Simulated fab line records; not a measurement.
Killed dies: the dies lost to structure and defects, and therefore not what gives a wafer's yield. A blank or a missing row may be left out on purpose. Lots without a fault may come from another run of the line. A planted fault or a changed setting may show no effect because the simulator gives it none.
Comparing a struck lot with a sound one	flow nand-harc	41 out of 1302 route steps
Sound: wafers L798.2, L798.3, L798.6. Wafers struck: L813.1, L813.2, L813.3. The cause comes at the end.
At each step with rows: each side's tool, then ch and its chambers, then its first start. Under that, the readings that differ: sound wafers	struck wafers	difference of the means	sigmas: that difference in standard deviations of wafers without a fault.
alike: words and numbers the same on both sides, and readings whose means are apart by under 2 such deviations; not compared: readings that were withheld, readings missing a value for some wafer, numbers with overlapping values and no deviation given by the record, and bounds like >300 which may hide the same value.
A row with sigmas, a row that says differs or no value, or rows on one side alone: a step with any of these is where the two part. Non-overlapping numbers with no deviation appear without sigmas and do not part them. A reading that every wafer of one side lacks parts them only if that side has two wafers or more.

first, 1 step without rows for these wafers: NHARC_A_CHANNEL_HOLE_D1_SRD_29.
NHARC_A_CHANNEL_HOLE_D1_CD_MEAS_30:
  sound: cd-sem-01 at day 9 00:37; struck: cd-sem-01 at day 15 16:01
  alike: cd-nm
after that, 1 step had no rows for these wafers: NHARC_A_CHANNEL_HOLE_D1_XSEM_31.
NHARC_A_CHANNEL_HOLE_D1_INSPECT_40:
  sound: defect-inspect-02 at day 9 00:48; struck: defect-inspect-02 at day 15 16:12
reading	sound	struck	difference	sigmas
raw-defect-count	96 115 109	29 36 36	-73	-2
then, 2 steps without rows for these wafers: NHARC_A_CHANNEL_FILL_D1_PRECLEAN_00 (cleans in SC1); NHARC_A_CHANNEL_FILL_D1_SRD_01.
NHARC_A_CHANNEL_FILL_D1_ALD_02: deposits SiO2, target thk 6 nm, pulse time 10 s, ald cycles 60.
  sound on ald-hk-02 ch 0,1,2, day 9 01:08; struck on ald-hk-03 ch 0,2,3, day 15 16:50
  alike: heater-power-w, precursor-pulse-height-rel
NHARC_A_CHANNEL_FILL_D1_ALD_03: deposits SiNx, target thk 6 nm, pulse time 60 s, ald cycles 58.
  sound on ald-sin-batch-03 ch 0; struck on ald-sin-batch-03 ch 0
  alike: chamber-pressure-Torr, precursor-pulse-height-rel
then, 4 steps without rows for these wafers: NHARC_A_CHANNEL_FILL_D1_ALD_14 (deposits SiO2, target thk 2.5 nm, pulse time 10 s, ald cycles 25); NHARC_A_CHANNEL_FILL_D1_ALD_15 (deposits SiNx, target thk 2 nm, pulse time 60 s, ald cycles 19); NHARC_A_CHANNEL_FILL_D1_ALD_16 (deposits SiO2, target thk 1.5 nm, pulse time 10 s, ald cycles 15); NHARC_A_CHANNEL_FILL_D1_ANNEAL_17 (time 1800 s).
NHARC_A_CHANNEL_FILL_D1_CVD_18: deposits poly-Si, target thk 3 nm.
  sound on lpcvd-poly-01 ch 0, day 9 23:07; struck on lpcvd-poly-02 ch 0, day 16 14:44
NHARC_A_CHANNEL_FILL_D1_ETCHBACK_19: etches the open film in HBr/Cl2, target depth 5 nm, time 1.7 s.
  sound on rie-si-03 ch 0,2,3, day 10 01:13; struck on rie-si-02 ch 0,2,3, day 16 16:48
  alike: bias-w, chamber-pressure-mTorr, drypump-motor-current-A, oes-product-au, throttle-valve-pct
  not compared: rf-hours-counter-h
then, 6 steps without rows for these wafers: NHARC_A_CHANNEL_FILL_D1_ETCHBACK_20 (etches the open film in C4F8/O2/Ar, target depth 27 nm, time 13.5 s); NHARC_A_CHANNEL_FILL_D1_STRIP_28 (strips in O2, time 20 s); NHARC_A_CHANNEL_FILL_D1_PRECLEAN_21 (cleans in dHF, time 30 s); NHARC_A_CHANNEL_FILL_D1_SRD_23; NHARC_A_CHANNEL_FILL_D1_CVD_05 (deposits poly-Si, target thk 5 nm); NHARC_A_CHANNEL_FILL_D1_ANNEAL_22 (time 7200 s).
NHARC_A_CHANNEL_FILL_D1_THK_MEAS_06: measures by ellipsometry.
  sound: film-metro-02 at day 10 15:29; struck: film-metro-01 at day 17 04:44
  alike: thk-nm
then, 6 steps without rows for these wafers: NHARC_A_CHANNEL_FILL_D1_ALD_25 (deposits SiOx, target thk 60 nm, pulse time 10 s, ald cycles 600); NHARC_A_CHANNEL_FILL_D1_ETCHBACK_08 (etches the open film in C4F8, target depth 220 nm, time 110 s); NHARC_A_CHANNEL_FILL_D1_STRIP_29 (strips in O2, time 20 s); NHARC_A_CHANNEL_FILL_D1_PRECLEAN_30 (cleans in dHF, time 30 s); NHARC_A_CHANNEL_FILL_D1_SRD_31; NHARC_A_CHANNEL_FILL_D1_CVD_09 (deposits poly-Si, target thk 150 nm, time 3000 s).
NHARC_A_CHANNEL_FILL_D1_CMP_10: polishes, target thk 150 nm.
  sound on cmp-03 ch 0,3, day 11 02:59; struck on cmp-01 ch 1,2,3, day 17 17:16
  alike: edge-zone-pressure-frac, motor-current-A, time-to-endpoint-s
after that, 1 step had no rows for these wafers: NHARC_A_CHANNEL_FILL_D1_SRD_12.
NHARC_A_CHANNEL_FILL_D1_INSPECT_13:
  sound: defect-inspect-01 at day 11 03:25; struck: defect-inspect-02 at day 17 17:40
  alike: raw-defect-count
NHARC_A_DECK1_JOINT_ETCHBACK_07: etches the open film in HBr, target depth 105 nm, time 26.9 s.
  sound on rie-si-01 ch 0,2,3, day 11 03:29; struck on rie-si-01 ch 0,2,3, day 17 17:45
  alike: bias-w, chamber-pressure-mTorr, drypump-motor-current-A, oes-product-au, throttle-valve-pct
  not compared: rf-hours-counter-h
then, 9 steps without rows for these wafers: NHARC_A_DECK1_JOINT_ETCH_25 (etches SiO2 in dHF, target depth 0.5 nm); NHARC_A_DECK1_JOINT_ETCH_19 (etches poly-Si in TMAH, target depth 3 nm); NHARC_A_DECK1_JOINT_ETCH_18 (etches SiO2 in dHF, target depth 3 nm); NHARC_A_DECK1_JOINT_WET_08 (chemistry H3PO4, time 86 s); NHARC_A_DECK1_JOINT_ETCH_09 (etches SiO2 in dHF, target depth 5 nm); NHARC_A_DECK1_JOINT_WET_10 (chemistry H3PO4, time 86 s); NHARC_A_DECK1_JOINT_ETCH_11 (etches SiO2 in dHF, target depth 35 nm); NHARC_A_DECK1_JOINT_CVD_12 (deposits poly-Si, target thk 90 nm, time 1800 s); NHARC_A_DECK1_JOINT_CMP_13 (polishes, target thk 51.023 nm).
-- jump in the record: it breaks off in module A_DECK1_JOINT and resumes in module END (first step shown: number 1301 of the route), and 14 days separate the struck wafers' starts before and after --
NHARC_END_WLT_00:
  sound: prober-02 at day 24 18:19; struck: prober-02 at day 31 09:06
reading	sound	struck	difference	sigmas
VT_DECK1_BOTTOM	0.864 0.864 0.868	0.939 0.947 0.945	+0.078	+9
VT_DECK1_BOTTOM_INNER	0.863 0.874 0.864	0.949 0.954 0.952	+0.085	+9
VT_DECK1_MEDIAN_NEAR_BOTTOM	0.862 0.871 0.871	0.950 0.945 0.950	+0.080	+9
VT_DECK1_MEDIAN_NEAR_BOTTOM_INNER	0.868 0.871 0.869	0.937 0.944 0.947	+0.073	+7
VT_DECK1_MIDDLE	0.869 0.879 0.874	0.979 0.965 0.961	+0.094	+9
VT_DECK1_MIDDLE_INNER	0.873 0.885 0.872	0.958 0.978 0.976	+0.094	+10
VT_DECK1_TOP	0.885 0.886 0.875	0.985 0.985 0.979	+0.101	+10
VT_DECK1_TOP_INNER	0.885 0.881 0.886	0.976 0.980 0.982	+0.095	+10
VT_DECK2_TOP	0.912 0.924 0.901	0.896 0.893 0.900	-0.016	-2
VT_DECK2_TOP_INNER	0.912 0.913 0.911	0.904 0.897 0.889	-0.015	-2
  alike: VT_DECK2_BOTTOM, VT_DECK2_BOTTOM_INNER, VT_DECK2_MEDIAN_NEAR_BOTTOM, VT_DECK2_MEDIAN_NEAR_BOTTOM_INNER, VT_DECK2_MIDDLE, VT_DECK2_MIDDLE_INNER

== WHERE THEY PART ==
At NHARC_A_CHANNEL_HOLE_D1_INSPECT_40 first; at NHARC_END_WLT_00 last (within this record only).

WHY: what had been put in by the simulator
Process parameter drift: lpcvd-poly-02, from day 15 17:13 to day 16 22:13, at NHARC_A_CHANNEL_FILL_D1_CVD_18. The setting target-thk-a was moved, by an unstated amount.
